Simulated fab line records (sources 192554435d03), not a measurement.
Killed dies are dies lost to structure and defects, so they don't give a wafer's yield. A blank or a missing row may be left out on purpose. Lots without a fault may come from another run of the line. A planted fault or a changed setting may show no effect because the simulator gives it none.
Split-lot trial ; flow n5 finfet ; 21 wafers read from 7 lots, route of 1938 steps

== THE SPLIT ==
At N5_BEOL_M0_ETCH_128 (etches SiCN in CF4/N2, target depth 12 nm, overetch 5.1 nm, time 21.4 s), the setting source w was moved away from the recipe's 430 W on 6 of the 21 wafers read, by -17.1% to -9.4%. For the rest of the wafers, this setting stayed at what the recipe calls for.

The reading comes from the split's own step.

== THE READING ==
rf vpp V, in V, at N5_BEOL_M0_ETCH_128 (etches SiCN in CF4/N2, target depth 12 nm, overetch 5.1 nm, time 21.4 s). Typical for fault-free wafers on this fab line: 382.6 V, with standard deviation 2.1 V.

wafer;tool, chamber at the split;source w as run, W;against the recipe;rf vpp V, V;against lot-mates on the recipe
L074.1;rie diel-02, 1;378.7;-11.9%;400.2;+17.3
L074.2;rie diel-02, 2;430;recipe;386.1;-
L074.3;rie diel-02, 3;430;recipe;379.7;-
L076.1;rie diel-02, 0;430;recipe;383.7;-
L076.2;rie diel-02, 3;430;recipe;381.6;-
L076.6;rie diel-02, 3;430;recipe;380.4;-
L083.3;rie diel-06, 3;356.4;-17.1%;410.6;+24.8
L083.4;rie diel-06, 0;356.4;-17.1%;410.6;+24.8
L083.5;rie diel-06, 3;430;recipe;385.8;-
L089.1;rie diel-02, 2;430;recipe;385.7;-
L089.4;rie diel-02, 0;430;recipe;383.2;-
L089.5;rie diel-02, 1;430;recipe;382.7;-
L092.1;rie diel-01, 3;430;recipe;382.3;-
L092.4;rie diel-01, 0;430;recipe;378.8;-
L092.6;rie diel-01, 0;430;recipe;379.3;-
L095.1;rie diel-06, 3;389.7;-9.4%;397.8;+12.3
L095.3;rie diel-06, 1;389.7;-9.4%;393.0;+7.5
L095.4;rie diel-06, 0;430;recipe;385.5;-
L096.2;rie diel-02, 1;430;recipe;384.2;-
L096.4;rie diel-02, 3;430;recipe;380.5;-
L096.5;rie diel-02, 3;366.3;-14.8%;401.8;+19.4

FIT RESULTS
A straight line over all 21 wafers: rf vpp V changes by -1.51 V for each +1% of source w; r = -0.97; the points scatter about the line by 2.5 V.
The same after taking each lot's own level away (the mean of its wafers on the recipe; 21 wafers): -1.37 V for each +1%; r = -0.98; scatter 2 V.
The reading moves by 23 V for the largest change in source w, on that fit.
The lots' own levels span 380.13 to 385.80 V, that is 2.7 times the standard deviation above.
So the slope is not independent of the lot-to-lot level: the two fits are not the same.
Check: with one of the wafers moved furthest among these (-17.1%) left out of the fit, the line predicts +22.8 V for it against its lot-mates. It came out at +24.8 V against them.
Tool readings at the split's step, against how far the setting was moved: rf vpp V r = -0.97.

== OTHER SPLITS ON THESE WAFERS ==
Note: prior to the reading, these wafers also went through further splits. Each is held against what the fit with the lots' levels taken away leaves over:
other split on the same wafers;wafers away from the commonest value;r with rf vpp V (lot level and that fit taken away)
N5_MOL_CONTACT_COAG_CONTACT_ETCH_14 time s;12;+0.05
N5_MOL_CONTACT_COAG_COAT_76 spin rpm;8;-0.34
N5_MOL_CONTACT_COAG_COAT_78 spin rpm;8;-0.24
N5_BEOL_M0_SAQP_EXPOSE_37 dose mj;5;+0.02

== THE FILE'S OWN FIT ==
rf vpp V changes by -1.36 V for each +1% of source w, r = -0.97.
